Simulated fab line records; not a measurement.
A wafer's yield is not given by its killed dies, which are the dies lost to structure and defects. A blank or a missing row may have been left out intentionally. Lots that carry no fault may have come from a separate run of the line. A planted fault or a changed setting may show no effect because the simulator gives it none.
Which tool is to blame? | flow n5Finfet | Sampling: 24 lots, 72 wafers, 2 of 1938 route steps

## WHAT THE GAUGES READ, wafer by wafer
N5_SDB_THK_MEAS_31.
lot  | measured    | on           | SDB_THK (nm)
L074 | day 4 00:37 | filmMetro-01 | 63.7 64.6 64.3
L075 | day 4 10:56 | filmMetro-02 | 64.6 66.2 66.5
L076 | day 4 17:35 | filmMetro-01 | 65.8 65.6 66.9
L078 | day 4 22:00 | filmMetro-01 | 66.0 65.1 66.3
L077 | day 5 03:19 | filmMetro-02 | 66.9 64.9 65.0
L079 | day 5 06:53 | filmMetro-02 | 64.8 64.8 66.3
L080 | day 5 11:01 | filmMetro-02 | 66.9 66.7 66.2
L081 | day 5 19:35 | filmMetro-02 | 63.4 65.0 63.9
L082 | day 6 05:18 | filmMetro-02 | 63.3 62.6 64.3
L083 | day 6 10:10 | filmMetro-01 | 66.5 63.2 66.7
L084 | day 6 22:17 | filmMetro-01 | 62.4 65.0 66.0
L085 | day 7 03:27 | filmMetro-01 | 65.5 64.7 66.2
L086 | day 7 07:19 | filmMetro-02 | 64.7 65.1 65.7
L087 | day 7 10:10 | filmMetro-02 | 63.7 63.0 62.9
L088 | day 7 16:14 | filmMetro-02 | 66.2 62.3 66.5
L089 | day 7 20:56 | filmMetro-02 | 65.1 63.9 65.0
L090 | day 8 00:25 | filmMetro-02 | 66.3 61.5 65.7
L092 | day 8 08:26 | filmMetro-02 | 64.2 63.4 63.0
L091 | day 8 12:07 | filmMetro-02 | 63.5 63.1 64.0
L093 | day 8 20:31 | filmMetro-02 | 66.0 65.7 64.1
L094 | day 9 03:22 | filmMetro-02 | 65.2 64.5 64.3
L095 | day 9 03:44 | filmMetro-01 | 63.3 63.9 64.8
L096 | day 9 14:05 | filmMetro-01 | 65.9 63.9 66.0
L097 | day 9 19:29 | filmMetro-02 | 62.8 63.0 64.1

N5_SDB_INSPECT_36: inspects for defects (darkfield).
lot  | measured    | on               | rawDefectCount
L074 | day 4 00:38 | defectInspect-02 | 33 25 28
L075 | day 4 10:57 | defectInspect-01 | 61 40 20
L076 | day 4 17:37 | defectInspect-01 | 33 75 25
L078 | day 4 22:02 | defectInspect-02 | 40 52 59
L077 | day 5 03:20 | defectInspect-02 | 50 59 66
L079 | day 5 06:55 | defectInspect-02 | 34 42 38
L080 | day 5 11:02 | defectInspect-02 | 65 36 58
L081 | day 5 19:36 | defectInspect-01 | 45 48 33
L082 | day 6 05:19 | defectInspect-02 | 14 18 17
L083 | day 6 10:11 | defectInspect-02 | 29 63 22
L084 | day 6 22:19 | defectInspect-01 | 35 40 36
L085 | day 7 03:29 | defectInspect-01 | 30 37 26
L086 | day 7 07:20 | defectInspect-01 | 34 44 33
L087 | day 7 10:12 | defectInspect-01 | 24 50 38
L088 | day 7 16:15 | defectInspect-01 | 64 71 86
L089 | day 7 20:58 | defectInspect-02 | 24 32 12
L090 | day 8 00:26 | defectInspect-01 | 41 66 36
L092 | day 8 08:28 | defectInspect-02 | 25 30 54
L091 | day 8 12:08 | defectInspect-01 | 41 25 33
L093 | day 8 20:33 | defectInspect-01 | 40 23 33
L094 | day 9 03:24 | defectInspect-01 | 40 20 20
L095 | day 9 03:45 | defectInspect-02 | 76 37 47
L096 | day 9 14:07 | defectInspect-01 | 40 32 59
L097 | day 9 19:31 | defectInspect-02 | 27 73 48

## TOOL THAT RAN EACH LOT (tool first, then ch and the chambers of the sampled wafers, then the start)
The record shows no process step preceding these readings.

## WHAT THE TOOLS THEMSELVES READ (means of the sampled wafers that have a number; where no wafer has one, the mark that the record gives instead)
The record holds no such reading with a usual standard deviation.

## THE ANSWER, worked out from the rows above alone
Rule: the usual values come from the lots themselves. The widest of any qualifying gaps counts: lots, ordered by their means at a reading, are off when they make up no more than a third of the lots, leave a main group of 4 or more, and stand apart from it by 3 or more times the standard deviation of that group's means. A main group whose means are all the same, to the digits that the tables above print for the reading, isn't used. Also off: a lot with no number at a reading for which 4 or more lots have one. All remaining lots with rows at the step are treated as sound. First the gauges in route order, then the tools' own readings, where a lot's mean is used as printed above. The first step at which some lot is off is used, and at that step the reading that is off furthest; a lot without a number counts as furthest.
Across all readings shown, no lot is off: no conclusion can be drawn from this.

## WHAT THE SIMULATOR HAD INSERTED
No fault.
